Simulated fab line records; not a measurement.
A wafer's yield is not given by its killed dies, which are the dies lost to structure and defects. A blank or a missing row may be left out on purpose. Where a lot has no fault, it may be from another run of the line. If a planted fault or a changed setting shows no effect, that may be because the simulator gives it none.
Which tool did it? -- flow n5Finfet -- 21 wafers from 7 lots sampled at 4 of the route's 1938 steps

## WHAT THE GAUGES READ, wafer by wafer
N5_SD_ACTIVATION_RS_MEAS_03: uses a four-point probe to measure.
lot,measured,on,RS_SD_N (ohm/sq)
L422,day 3 21:29,filmMetro-01,21.51 21.62 21.53
L425,day 4 14:22,filmMetro-02,22.00 21.97 22.06
L435,day 7 05:33,filmMetro-01,23.32 22.54 23.19
L436,day 7 14:55,filmMetro-01,23.15 23.35 23.19
L438,day 7 22:03,filmMetro-02,23.19 23.17 23.29
L439,day 8 06:56,filmMetro-02,21.73 21.67 22.20
L443,day 9 06:19,filmMetro-02,21.42 21.60 21.81

## EACH LOT AND THE TOOL THAT RAN IT (in order: tool; ch and the chambers of the sampled wafers; start)
lot,N5_SD_EPI_P_ETCHBACK_46,N5_SD_EPI_P_ETCH_47,N5_SD_ACTIVATION_RTA_00
L422,"rieDiel-02 ch 0,1,2, day 3 17:44","rieDiel-02 ch 0,1,2, day 3 17:50","rtpAnneal-02 ch 0, day 3 21:05"
L425,"rieDiel-02 ch 1,2,3, day 4 10:37","rieDiel-02 ch 1,2,3, day 4 10:43","rtpAnneal-02 ch 0, day 4 13:58"
L435,"rieDiel-05 ch 0,1,3, day 7 01:49","rieDiel-05 ch 0,1,3, day 7 01:55","rtpAnneal-02 ch 0, day 7 05:09"
L436,"rieDiel-05 ch 0,1,2, day 7 11:05","rieDiel-05 ch 0,1,2, day 7 11:11","rtpAnneal-02 ch 0, day 7 14:29"
L438,"rieDiel-06 ch 0,1,2, day 7 18:13","rieDiel-06 ch 0,1,2, day 7 18:19","rtpAnneal-02 ch 0, day 7 21:38"
L439,"rieDiel-02 ch 0,1,3, day 8 03:10","rieDiel-02 ch 0,1,3, day 8 03:16","rtpAnneal-01 ch 0, day 8 06:33"
L443,"rieDiel-06 ch 1,2,3, day 9 02:35","rieDiel-06 ch 1,2,3, day 9 02:41","rtpAnneal-01 ch 0, day 9 05:55"
- N5_SD_EPI_P_ETCHBACK_46: etches SiNx in CH3F/O2, stops on SiO2, target depth 17.5 nm.
- N5_SD_EPI_P_ETCH_47: etches SiOCN in CH3F/O2, target depth 25 nm.
- N5_SD_ACTIVATION_RTA_00: time 0 s.

## THE ANSWER, worked out from the rows above alone
Rule: what is usual is taken from the lots themselves. Put in order of their means at a reading, lots are off if they are a third of the lots or fewer, leave a main group of 4 or more, and stand apart from it by a gap of 3 or more times the standard deviation of the main group's means; of several such gaps the widest counts. If all means in a main group match to the digits the tables above print for the reading, that group is not used. A lot without any number at a reading at which 4 lots or more have one is off too. All remaining lots with rows at the step are treated as sound.
Across all readings shown, no lot is off: no conclusion can be drawn from this.

## WHAT WAS PUT IN BY THE SIMULATOR
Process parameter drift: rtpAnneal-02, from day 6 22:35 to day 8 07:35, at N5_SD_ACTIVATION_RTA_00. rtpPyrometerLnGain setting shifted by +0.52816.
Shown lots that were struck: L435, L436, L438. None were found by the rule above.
